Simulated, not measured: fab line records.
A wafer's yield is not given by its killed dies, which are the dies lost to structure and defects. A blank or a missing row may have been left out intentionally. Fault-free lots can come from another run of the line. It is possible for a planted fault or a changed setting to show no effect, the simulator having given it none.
Which tool was responsible? / flow n5 finfet / 72 wafers from 24 lots sampled at 6 of the route's 1938 steps

== WHAT THE GAUGES READ, wafer by wafer ==
No reading from a measuring or inspecting step in the record can be judged against a usual standard deviation.

== WHICH TOOL RAN EACH LOT (tool, then ch and the chambers of the sampled wafers, then the start) ==
lot=L075; N5_BEOL_M3_ETCH_63=rie diel-06 ch 0,1,2, day 7 03:07; N5_BEOL_M3_SURFACE_TREAT_85=pvd sputter-02, day 7 11:24; N5_BEOL_M3_SPUTTER_79=pvd sputter-01, day 7 11:52; N5_BEOL_M3_SPUTTER_81=pvd sputter-01, day 7 12:05; N5_BEOL_M3_ANNEAL_89=pvd sputter-01, day 7 12:36; N5_BEOL_M3_ANNEAL_91=pvd sputter-01, day 7 12:49
lot=L074; N5_BEOL_M3_ETCH_63=rie diel-05 ch 1,2, day 7 05:17; N5_BEOL_M3_SURFACE_TREAT_85=pvd sputter-02, day 7 13:04; N5_BEOL_M3_SPUTTER_79=pvd sputter-01, day 7 14:13; N5_BEOL_M3_SPUTTER_81=pvd sputter-01, day 7 14:26; N5_BEOL_M3_ANNEAL_89=pvd sputter-01, day 7 14:58; N5_BEOL_M3_ANNEAL_91=pvd sputter-01, day 7 15:11
lot=L076; N5_BEOL_M3_ETCH_63=rie diel-06 ch 0,1,2, day 7 11:52; N5_BEOL_M3_SURFACE_TREAT_85=pvd sputter-03, day 7 15:48; N5_BEOL_M3_SPUTTER_79=pvd sputter-01, day 7 16:14; N5_BEOL_M3_SPUTTER_81=pvd sputter-01, day 7 16:28; N5_BEOL_M3_ANNEAL_89=pvd sputter-01, day 7 16:59; N5_BEOL_M3_ANNEAL_91=pvd sputter-01, day 7 17:12
lot=L077; N5_BEOL_M3_ETCH_63=rie diel-06 ch 0,2,3, day 7 18:59; N5_BEOL_M3_SURFACE_TREAT_85=pvd sputter-01, day 8 08:48; N5_BEOL_M3_SPUTTER_79=pvd sputter-01, day 8 09:23; N5_BEOL_M3_SPUTTER_81=pvd sputter-01, day 8 09:36; N5_BEOL_M3_ANNEAL_89=pvd sputter-01, day 8 10:07; N5_BEOL_M3_ANNEAL_91=pvd sputter-01, day 8 10:20
lot=L078; N5_BEOL_M3_ETCH_63=rie diel-03 ch 0,2,3, day 8 20:07; N5_BEOL_M3_SURFACE_TREAT_85=pvd sputter-03, day 9 03:53; N5_BEOL_M3_SPUTTER_79=pvd sputter-01, day 9 05:53; N5_BEOL_M3_SPUTTER_81=pvd sputter-01, day 9 06:07; N5_BEOL_M3_ANNEAL_89=pvd sputter-01, day 9 06:38; N5_BEOL_M3_ANNEAL_91=pvd sputter-01, day 9 06:51
lot=L080; N5_BEOL_M3_ETCH_63=rie diel-06 ch 0,2,3, day 8 20:18; N5_BEOL_M3_SURFACE_TREAT_85=pvd sputter-03, day 9 06:32; N5_BEOL_M3_SPUTTER_79=pvd sputter-03, day 9 07:02; N5_BEOL_M3_SPUTTER_81=pvd sputter-03, day 9 07:15; N5_BEOL_M3_ANNEAL_89=pvd sputter-03, day 9 07:46; N5_BEOL_M3_ANNEAL_91=pvd sputter-03, day 9 07:59
lot=L079; N5_BEOL_M3_ETCH_63=rie diel-05 ch 1,3, day 8 22:29; N5_BEOL_M3_SURFACE_TREAT_85=pvd sputter-02, day 9 03:22; N5_BEOL_M3_SPUTTER_79=pvd sputter-02, day 9 03:53; N5_BEOL_M3_SPUTTER_81=pvd sputter-02, day 9 04:07; N5_BEOL_M3_ANNEAL_89=pvd sputter-02, day 9 04:38; N5_BEOL_M3_ANNEAL_91=pvd sputter-02, day 9 04:51
lot=L082; N5_BEOL_M3_ETCH_63=rie diel-03 ch 2,3, day 9 02:22; N5_BEOL_M3_SURFACE_TREAT_85=pvd sputter-02, day 9 10:07; N5_BEOL_M3_SPUTTER_79=pvd sputter-02, day 9 10:34; N5_BEOL_M3_SPUTTER_81=pvd sputter-02, day 9 10:47; N5_BEOL_M3_ANNEAL_89=pvd sputter-02, day 9 11:19; N5_BEOL_M3_ANNEAL_91=pvd sputter-02, day 9 11:32
lot=L081; N5_BEOL_M3_ETCH_63=rie diel-03 ch 0,1,2, day 9 02:53; N5_BEOL_M3_SURFACE_TREAT_85=pvd sputter-03, day 9 11:13; N5_BEOL_M3_SPUTTER_79=pvd sputter-03, day 9 11:45; N5_BEOL_M3_SPUTTER_81=pvd sputter-03, day 9 11:58; N5_BEOL_M3_ANNEAL_89=pvd sputter-03, day 9 12:29; N5_BEOL_M3_ANNEAL_91=pvd sputter-03, day 9 12:43
lot=L083; N5_BEOL_M3_ETCH_63=rie diel-03 ch 0,1, day 9 09:06; N5_BEOL_M3_SURFACE_TREAT_85=pvd sputter-02, day 9 14:26; N5_BEOL_M3_SPUTTER_79=pvd sputter-03, day 9 14:55; N5_BEOL_M3_SPUTTER_81=pvd sputter-03, day 9 15:08; N5_BEOL_M3_ANNEAL_89=pvd sputter-03, day 9 15:39; N5_BEOL_M3_ANNEAL_91=pvd sputter-03, day 9 15:52
lot=L084; N5_BEOL_M3_ETCH_63=rie diel-03 ch 1,2,3, day 9 09:20; N5_BEOL_M3_SURFACE_TREAT_85=pvd sputter-02, day 9 15:23; N5_BEOL_M3_SPUTTER_79=pvd sputter-02, day 9 15:53; N5_BEOL_M3_SPUTTER_81=pvd sputter-02, day 9 16:07; N5_BEOL_M3_ANNEAL_89=pvd sputter-02, day 9 16:38; N5_BEOL_M3_ANNEAL_91=pvd sputter-02, day 9 16:51
lot=L085; N5_BEOL_M3_ETCH_63=rie diel-05 ch 1,3, day 9 11:17; N5_BEOL_M3_SURFACE_TREAT_85=pvd sputter-03, day 9 22:13; N5_BEOL_M3_SPUTTER_79=pvd sputter-01, day 9 22:41; N5_BEOL_M3_SPUTTER_81=pvd sputter-01, day 9 22:54; N5_BEOL_M3_ANNEAL_89=pvd sputter-01, day 9 23:25; N5_BEOL_M3_ANNEAL_91=pvd sputter-01, day 9 23:38
lot=L086; N5_BEOL_M3_ETCH_63=rie diel-03 ch 1,2,3, day 10 02:00; N5_BEOL_M3_SURFACE_TREAT_85=pvd sputter-03, day 10 13:37; N5_BEOL_M3_SPUTTER_79=pvd sputter-02, day 10 14:04; N5_BEOL_M3_SPUTTER_81=pvd sputter-02, day 10 14:17; N5_BEOL_M3_ANNEAL_89=pvd sputter-02, day 10 14:48; N5_BEOL_M3_ANNEAL_91=pvd sputter-02, day 10 15:01
lot=L087; N5_BEOL_M3_ETCH_63=rie diel-05 ch 1,2, day 10 12:51; N5_BEOL_M3_SURFACE_TREAT_85=pvd sputter-01, day 10 20:57; N5_BEOL_M3_SPUTTER_79=pvd sputter-03, day 10 21:26; N5_BEOL_M3_SPUTTER_81=pvd sputter-03, day 10 21:40; N5_BEOL_M3_ANNEAL_89=pvd sputter-03, day 10 22:11; N5_BEOL_M3_ANNEAL_91=pvd sputter-03, day 10 22:24
lot=L088; N5_BEOL_M3_ETCH_63=rie diel-03 ch 0,2, day 10 13:31; N5_BEOL_M3_SURFACE_TREAT_85=pvd sputter-03, day 10 23:52; N5_BEOL_M3_SPUTTER_79=pvd sputter-01, day 11 00:30; N5_BEOL_M3_SPUTTER_81=pvd sputter-01, day 11 00:43; N5_BEOL_M3_ANNEAL_89=pvd sputter-01, day 11 01:14; N5_BEOL_M3_ANNEAL_91=pvd sputter-01, day 11 01:28
lot=L089; N5_BEOL_M3_ETCH_63=rie diel-06 ch 0,1,2, day 11 03:59; N5_BEOL_M3_SURFACE_TREAT_85=pvd sputter-01, day 11 06:49; N5_BEOL_M3_SPUTTER_79=pvd sputter-02, day 11 07:22; N5_BEOL_M3_SPUTTER_81=pvd sputter-02, day 11 07:35; N5_BEOL_M3_ANNEAL_89=pvd sputter-02, day 11 08:07; N5_BEOL_M3_ANNEAL_91=pvd sputter-02, day 11 08:20
lot=L090; N5_BEOL_M3_ETCH_63=rie diel-06 ch 0,1,3, day 11 09:44; N5_BEOL_M3_SURFACE_TREAT_85=pvd sputter-01, day 11 12:55; N5_BEOL_M3_SPUTTER_79=pvd sputter-03, day 11 13:26; N5_BEOL_M3_SPUTTER_81=pvd sputter-03, day 11 13:39; N5_BEOL_M3_ANNEAL_89=pvd sputter-03, day 11 14:10; N5_BEOL_M3_ANNEAL_91=pvd sputter-03, day 11 14:23
lot=L091; N5_BEOL_M3_ETCH_63=rie diel-05 ch 1,2,3, day 11 12:02; N5_BEOL_M3_SURFACE_TREAT_85=pvd sputter-03, day 11 20:08; N5_BEOL_M3_SPUTTER_79=pvd sputter-03, day 11 20:43; N5_BEOL_M3_SPUTTER_81=pvd sputter-03, day 11 20:56; N5_BEOL_M3_ANNEAL_89=pvd sputter-03, day 11 21:27; N5_BEOL_M3_ANNEAL_91=pvd sputter-03, day 11 21:40
lot=L092; N5_BEOL_M3_ETCH_63=rie diel-05 ch 0,1,3, day 11 13:38; N5_BEOL_M3_SURFACE_TREAT_85=pvd sputter-02, day 12 01:14; N5_BEOL_M3_SPUTTER_79=pvd sputter-02, day 12 01:44; N5_BEOL_M3_SPUTTER_81=pvd sputter-02, day 12 01:57; N5_BEOL_M3_ANNEAL_89=pvd sputter-02, day 12 02:28; N5_BEOL_M3_ANNEAL_91=pvd sputter-02, day 12 02:41
lot=L093; N5_BEOL_M3_ETCH_63=rie diel-05 ch 0,2,3, day 12 00:47; N5_BEOL_M3_SURFACE_TREAT_85=pvd sputter-03, day 12 21:08; N5_BEOL_M3_SPUTTER_79=pvd sputter-03, day 12 21:37; N5_BEOL_M3_SPUTTER_81=pvd sputter-03, day 12 21:50; N5_BEOL_M3_ANNEAL_89=pvd sputter-03, day 12 22:21; N5_BEOL_M3_ANNEAL_91=pvd sputter-03, day 12 22:34
lot=L094; N5_BEOL_M3_ETCH_63=rie diel-05 ch 0,3, day 12 01:42; N5_BEOL_M3_SURFACE_TREAT_85=pvd sputter-01, day 13 02:25; N5_BEOL_M3_SPUTTER_79=pvd sputter-01, day 13 02:55; N5_BEOL_M3_SPUTTER_81=pvd sputter-01, day 13 03:08; N5_BEOL_M3_ANNEAL_89=pvd sputter-01, day 13 03:40; N5_BEOL_M3_ANNEAL_91=pvd sputter-01, day 13 03:53
lot=L095; N5_BEOL_M3_ETCH_63=rie diel-03 ch 1,2,3, day 12 09:16; N5_BEOL_M3_SURFACE_TREAT_85=pvd sputter-01, day 12 15:22; N5_BEOL_M3_SPUTTER_79=pvd sputter-01, day 12 15:52; N5_BEOL_M3_SPUTTER_81=pvd sputter-01, day 12 16:05; N5_BEOL_M3_ANNEAL_89=pvd sputter-01, day 12 16:37; N5_BEOL_M3_ANNEAL_91=pvd sputter-01, day 12 16:50
lot=L096; N5_BEOL_M3_ETCH_63=rie diel-06 ch 0,1,2, day 12 14:44; N5_BEOL_M3_SURFACE_TREAT_85=pvd sputter-03, day 13 02:26; N5_BEOL_M3_SPUTTER_79=pvd sputter-03, day 13 03:07; N5_BEOL_M3_SPUTTER_81=pvd sputter-03, day 13 03:20; N5_BEOL_M3_ANNEAL_89=pvd sputter-03, day 13 03:51; N5_BEOL_M3_ANNEAL_91=pvd sputter-03, day 13 04:04
lot=L097; N5_BEOL_M3_ETCH_63=rie diel-06 ch 0,1,3, day 12 21:20; N5_BEOL_M3_SURFACE_TREAT_85=pvd sputter-01, day 13 02:28; N5_BEOL_M3_SPUTTER_79=pvd sputter-02, day 13 04:25; N5_BEOL_M3_SPUTTER_81=pvd sputter-02, day 13 04:38; N5_BEOL_M3_ANNEAL_89=pvd sputter-02, day 13 05:10; N5_BEOL_M3_ANNEAL_91=pvd sputter-02, day 13 05:23
- N5_BEOL_M3_ETCH_63: etches SiARC in CF4, target depth 15.6 nm, time 26 s.
- N5_BEOL_M3_SURFACE_TREAT_85
- N5_BEOL_M3_SPUTTER_79: material Cu, target thk 4.5 nm, time 8.29 s.
- N5_BEOL_M3_SPUTTER_81: material Cu, target thk 4.5 nm, time 8.29 s.
- N5_BEOL_M3_ANNEAL_89: time 240 s.
- N5_BEOL_M3_ANNEAL_91: time 240 s.

== WHAT THE TOOLS THEMSELVES READ (means of the sampled wafers that have a number; where no wafer has one, the mark that the record gives instead) ==
N5_BEOL_M3_ETCH_63. Usual: drypump motor current A 5.42 A, standard deviation 0.28; etch rf on time s 25.9 s, standard deviation 0.51; oes product au 0.67 a.u., standard deviation 0.085; rf vpp V 184.3 V, standard deviation 1; showerhead plenum p Torr 2.16 Torr, standard deviation 0.053; throttle valve pct 15.59 %, standard deviation 0.25.
lot=L075; tool=rie diel-06; drypump motor current A (A)=5.47; etch rf on time s (s)=26.0; oes product au (a.u.)=0.62; rf vpp V (V)=184.6; showerhead plenum p Torr (Torr)=2.19; throttle valve pct (%)=15.76; flag=
lot=L074; tool=rie diel-05; drypump motor current A (A)=5.61; etch rf on time s (s)=25.3; oes product au (a.u.)=0.67; rf vpp V (V)=184.3; showerhead plenum p Torr (Torr)=2.17; throttle valve pct (%)=15.48; flag=
lot=L076; tool=rie diel-06; drypump motor current A (A)=5.47; etch rf on time s (s)=25.9; oes product au (a.u.)=0.62; rf vpp V (V)=184.6; showerhead plenum p Torr (Torr)=2.18; throttle valve pct (%)=15.77; flag=
lot=L077; tool=rie diel-06; drypump motor current A (A)=5.45; etch rf on time s (s)=25.9; oes product au (a.u.)=0.63; rf vpp V (V)=183.9; showerhead plenum p Torr (Torr)=2.16; throttle valve pct (%)=15.74; flag=
lot=L078; tool=rie diel-03; drypump motor current A (A)=5.45; etch rf on time s (s)=26.4; oes product au (a.u.)=0.59; rf vpp V (V)=184.3; showerhead plenum p Torr (Torr)=2.14; throttle valve pct (%)=15.71; flag=
lot=L080; tool=rie diel-06; drypump motor current A (A)=5.43; etch rf on time s (s)=25.7; oes product au (a.u.)=0.62; rf vpp V (V)=184.8; showerhead plenum p Torr (Torr)=2.16; throttle valve pct (%)=15.76; flag=
lot=L079; tool=rie diel-05; drypump motor current A (A)=5.37; etch rf on time s (s)=26.1; oes product au (a.u.)=0.67; rf vpp V (V)=182.9; showerhead plenum p Torr (Torr)=2.11; throttle valve pct (%)=15.46; flag=
lot=L082; tool=rie diel-03; drypump motor current A (A)=5.18; etch rf on time s (s)=25.9; oes product au (a.u.)=0.58; rf vpp V (V)=184.1; showerhead plenum p Torr (Torr)=2.16; throttle valve pct (%)=15.91; flag=
lot=L081; tool=rie diel-03; drypump motor current A (A)=5.49; etch rf on time s (s)=26.4; oes product au (a.u.)=0.63; rf vpp V (V)=184.6; showerhead plenum p Torr (Torr)=2.17; throttle valve pct (%)=15.59; flag=
lot=L083; tool=rie diel-03; drypump motor current A (A)=5.73; etch rf on time s (s)=26.6; oes product au (a.u.)=0.63; rf vpp V (V)=184.2; showerhead plenum p Torr (Torr)=2.16; throttle valve pct (%)=15.46; flag=
lot=L084; tool=rie diel-03; drypump motor current A (A)=5.22; etch rf on time s (s)=25.8; oes product au (a.u.)=0.62; rf vpp V (V)=183.9; showerhead plenum p Torr (Torr)=2.19; throttle valve pct (%)=15.77; flag=
lot=L085; tool=rie diel-05; drypump motor current A (A)=5.37; etch rf on time s (s)=25.9; oes product au (a.u.)=0.67; rf vpp V (V)=183.0; showerhead plenum p Torr (Torr)=2.11; throttle valve pct (%)=15.48; flag=
lot=L086; tool=rie diel-03; drypump motor current A (A)=5.22; etch rf on time s (s)=25.9; oes product au (a.u.)=0.62; rf vpp V (V)=184.5; showerhead plenum p Torr (Torr)=2.19; throttle valve pct (%)=15.79; flag=
lot=L087; tool=rie diel-05; drypump motor current A (A)=5.56; etch rf on time s (s)=25.4; oes product au (a.u.)=0.78; rf vpp V (V)=184.0; showerhead plenum p Torr (Torr)=2.12; throttle valve pct (%)=15.19; flag=
lot=L088; tool=rie diel-03; drypump motor current A (A)=5.68; etch rf on time s (s)=26.6; oes product au (a.u.)=0.59; rf vpp V (V)=184.1; showerhead plenum p Torr (Torr)=2.11; throttle valve pct (%)=15.56; flag=
lot=L089; tool=rie diel-06; drypump motor current A (A)=5.47; etch rf on time s (s)=25.6; oes product au (a.u.)=0.68; rf vpp V (V)=184.3; showerhead plenum p Torr (Torr)=2.18; throttle valve pct (%)=15.64; flag=
lot=L090; tool=rie diel-06; drypump motor current A (A)=5.30; etch rf on time s (s)=25.6; oes product au (a.u.)=0.67; rf vpp V (V)=184.5; showerhead plenum p Torr (Torr)=2.18; throttle valve pct (%)=15.59; flag=
lot=L091; tool=rie diel-05; drypump motor current A (A)=5.48; etch rf on time s (s)=25.6; oes product au (a.u.)=0.72; rf vpp V (V)=183.6; showerhead plenum p Torr (Torr)=2.13; throttle valve pct (%)=15.38; flag=
lot=L092; tool=rie diel-05; drypump motor current A (A)=5.28; etch rf on time s (s)=26.1; oes product au (a.u.)=0.72; rf vpp V (V)=183.3; showerhead plenum p Torr (Torr)=2.13; throttle valve pct (%)=15.46; flag=
lot=L093; tool=rie diel-05; drypump motor current A (A)=5.35; etch rf on time s (s)=25.8; oes product au (a.u.)=0.73; rf vpp V (V)=184.4; showerhead plenum p Torr (Torr)=2.16; throttle valve pct (%)=15.50; flag=
lot=L094; tool=rie diel-05; drypump motor current A (A)=5.23; etch rf on time s (s)=26.2; oes product au (a.u.)=0.68; rf vpp V (V)=184.0; showerhead plenum p Torr (Torr)=2.14; throttle valve pct (%)=15.63; flag=
lot=L095; tool=rie diel-03; drypump motor current A (A)=5.24; etch rf on time s (s)=26.0; oes product au (a.u.)=0.76; rf vpp V (V)=185.3; showerhead plenum p Torr (Torr)=2.19; throttle valve pct (%)=15.48; flag=
lot=L096; tool=rie diel-06; drypump motor current A (A)=5.49; etch rf on time s (s)=25.4; oes product au (a.u.)=0.67; rf vpp V (V)=183.8; showerhead plenum p Torr (Torr)=2.17; throttle valve pct (%)=15.66; flag=
lot=L097; tool=rie diel-06; drypump motor current A (A)=5.28; etch rf on time s (s)=25.5; oes product au (a.u.)=0.66; rf vpp V (V)=184.4; showerhead plenum p Torr (Torr)=2.18; throttle valve pct (%)=15.62; flag=

N5_BEOL_M3_SPUTTER_79. Usual: throttle valve pct at 29.4 %, with a standard deviation of 1.1.
lot=L075; tool=pvd sputter-01; throttle valve pct (%)=29.4; flag=
lot=L074; tool=pvd sputter-01; throttle valve pct (%)=29.3; flag=
lot=L076; tool=pvd sputter-01; throttle valve pct (%)=29.4; flag=
lot=L077; tool=pvd sputter-01; throttle valve pct (%)=29.1; flag=
lot=L078; tool=pvd sputter-01; throttle valve pct (%)=29.5; flag=
lot=L080; tool=pvd sputter-03; throttle valve pct (%)=29.1; flag=
lot=L079; tool=pvd sputter-02; throttle valve pct (%)=30.3; flag=
lot=L082; tool=pvd sputter-02; throttle valve pct (%)=29.4; flag=
lot=L081; tool=pvd sputter-03; throttle valve pct (%)=28.8; flag=
lot=L083; tool=pvd sputter-03; throttle valve pct (%)=28.7; flag=
lot=L084; tool=pvd sputter-02; throttle valve pct (%)=30.6; flag=
lot=L085; tool=pvd sputter-01; throttle valve pct (%)=29.9; flag=
lot=L086; tool=pvd sputter-02; throttle valve pct (%)=29.6; flag=
lot=L087; tool=pvd sputter-03; throttle valve pct (%)=28.7; flag=
lot=L088; tool=pvd sputter-01; throttle valve pct (%)=30.1; flag=
lot=L089; tool=pvd sputter-02; throttle valve pct (%)=29.6; flag=
lot=L090; tool=pvd sputter-03; throttle valve pct (%)=29.0; flag=
lot=L091; tool=pvd sputter-03; throttle valve pct (%)=29.0; flag=
lot=L092; tool=pvd sputter-02; throttle valve pct (%)=29.6; flag=
lot=L093; tool=pvd sputter-03; throttle valve pct (%)=28.9; flag=
lot=L094; tool=pvd sputter-01; throttle valve pct (%)=29.1; flag=
lot=L095; tool=pvd sputter-01; throttle valve pct (%)=29.6; flag=
lot=L096; tool=pvd sputter-03; throttle valve pct (%)=28.7; flag=
lot=L097; tool=pvd sputter-02; throttle valve pct (%)=29.5; flag=

N5_BEOL_M3_SPUTTER_81. Usual: throttle valve pct at 29.4 %, with a standard deviation of 1.1.
lot=L075; tool=pvd sputter-01; throttle valve pct (%)=29.6; flag=
lot=L074; tool=pvd sputter-01; throttle valve pct (%)=29.2; flag=
lot=L076; tool=pvd sputter-01; throttle valve pct (%)=29.3; flag=
lot=L077; tool=pvd sputter-01; throttle valve pct (%)=29.2; flag=
lot=L078; tool=pvd sputter-01; throttle valve pct (%)=29.7; flag=
lot=L080; tool=pvd sputter-03; throttle valve pct (%)=29.1; flag=
lot=L079; tool=pvd sputter-02; throttle valve pct (%)=30.1; flag=
lot=L082; tool=pvd sputter-02; throttle valve pct (%)=29.4; flag=
lot=L081; tool=pvd sputter-03; throttle valve pct (%)=29.0; flag=
lot=L083; tool=pvd sputter-03; throttle valve pct (%)=28.7; flag=
lot=L084; tool=pvd sputter-02; throttle valve pct (%)=30.7; flag=
lot=L085; tool=pvd sputter-01; throttle valve pct (%)=30.0; flag=
lot=L086; tool=pvd sputter-02; throttle valve pct (%)=29.5; flag=
lot=L087; tool=pvd sputter-03; throttle valve pct (%)=28.5; flag=
lot=L088; tool=pvd sputter-01; throttle valve pct (%)=30.1; flag=
lot=L089; tool=pvd sputter-02; throttle valve pct (%)=29.7; flag=
lot=L090; tool=pvd sputter-03; throttle valve pct (%)=29.1; flag=
lot=L091; tool=pvd sputter-03; throttle valve pct (%)=29.0; flag=
lot=L092; tool=pvd sputter-02; throttle valve pct (%)=29.7; flag=
lot=L093; tool=pvd sputter-03; throttle valve pct (%)=28.9; flag=
lot=L094; tool=pvd sputter-01; throttle valve pct (%)=29.0; flag=
lot=L095; tool=pvd sputter-01; throttle valve pct (%)=29.7; flag=
lot=L096; tool=pvd sputter-03; throttle valve pct (%)=28.7; flag=
lot=L097; tool=pvd sputter-02; throttle valve pct (%)=29.3; flag=

N5_BEOL_M3_ANNEAL_89. Usual: heater power w at 842 W, with a standard deviation of 78.
lot=L075; tool=pvd sputter-01; heater power w (W)=868; flag=
lot=L074; tool=pvd sputter-01; heater power w (W)=788; flag=
lot=L076; tool=pvd sputter-01; heater power w (W)=797; flag=
lot=L077; tool=pvd sputter-01; heater power w (W)=798; flag=
lot=L078; tool=pvd sputter-01; heater power w (W)=840; flag=
lot=L080; tool=pvd sputter-03; heater power w (W)=791; flag=
lot=L079; tool=pvd sputter-02; heater power w (W)=840; flag=
lot=L082; tool=pvd sputter-02; heater power w (W)=881; flag=
lot=L081; tool=pvd sputter-03; heater power w (W)=802; flag=
lot=L083; tool=pvd sputter-03; heater power w (W)=814; flag=
lot=L084; tool=pvd sputter-02; heater power w (W)=956; flag=
lot=L085; tool=pvd sputter-01; heater power w (W)=832; flag=
lot=L086; tool=pvd sputter-02; heater power w (W)=954; flag=
lot=L087; tool=pvd sputter-03; heater power w (W)=828; flag=
lot=L088; tool=pvd sputter-01; heater power w (W)=827; flag=
lot=L089; tool=pvd sputter-02; heater power w (W)=922; flag=
lot=L090; tool=pvd sputter-03; heater power w (W)=801; flag=
lot=L091; tool=pvd sputter-03; heater power w (W)=814; flag=
lot=L092; tool=pvd sputter-02; heater power w (W)=913; flag=
lot=L093; tool=pvd sputter-03; heater power w (W)=810; flag=
lot=L094; tool=pvd sputter-01; heater power w (W)=833; flag=
lot=L095; tool=pvd sputter-01; heater power w (W)=836; flag=
lot=L096; tool=pvd sputter-03; heater power w (W)=813; flag=
lot=L097; tool=pvd sputter-02; heater power w (W)=875; flag=

N5_BEOL_M3_ANNEAL_91. Usual: heater power w at 841 W, with a standard deviation of 75.
lot=L075; tool=pvd sputter-01; heater power w (W)=854; flag=
lot=L074; tool=pvd sputter-01; heater power w (W)=806; flag=
lot=L076; tool=pvd sputter-01; heater power w (W)=806; flag=
lot=L077; tool=pvd sputter-01; heater power w (W)=807; flag=
lot=L078; tool=pvd sputter-01; heater power w (W)=858; flag=
lot=L080; tool=pvd sputter-03; heater power w (W)=798; flag=
lot=L079; tool=pvd sputter-02; heater power w (W)=837; flag=
lot=L082; tool=pvd sputter-02; heater power w (W)=880; flag=
lot=L081; tool=pvd sputter-03; heater power w (W)=806; flag=
lot=L083; tool=pvd sputter-03; heater power w (W)=823; flag=
lot=L084; tool=pvd sputter-02; heater power w (W)=943; flag=
lot=L085; tool=pvd sputter-01; heater power w (W)=822; flag=
lot=L086; tool=pvd sputter-02; heater power w (W)=960; flag=
lot=L087; tool=pvd sputter-03; heater power w (W)=817; flag=
lot=L088; tool=pvd sputter-01; heater power w (W)=827; flag=
lot=L089; tool=pvd sputter-02; heater power w (W)=912; flag=
lot=L090; tool=pvd sputter-03; heater power w (W)=801; flag=
lot=L091; tool=pvd sputter-03; heater power w (W)=818; flag=
lot=L092; tool=pvd sputter-02; heater power w (W)=912; flag=
lot=L093; tool=pvd sputter-03; heater power w (W)=818; flag=
lot=L094; tool=pvd sputter-01; heater power w (W)=831; flag=
lot=L095; tool=pvd sputter-01; heater power w (W)=824; flag=
lot=L096; tool=pvd sputter-03; heater power w (W)=805; flag=
lot=L097; tool=pvd sputter-02; heater power w (W)=864; flag=

== THE ANSWER, worked out from the rows above alone ==
Rule: take the mean of a lot's wafers that have a number; if it is more than 3 standard deviations from the usual mean, the lot is off. Also off: a lot with no number at a reading for which 4 or more lots have one. All remaining lots with rows at the step are treated as sound. The gauges are gone through in route order, then the tools' own readings, and for those a lot's mean is taken as printed above. The first step at which some lot is off is used, and at that step the reading that is off furthest; a lot without a number counts as furthest.
None of the lots is off at any reading shown; this tells nothing.

== WHAT WAS PUT IN BY THE SIMULATOR ==
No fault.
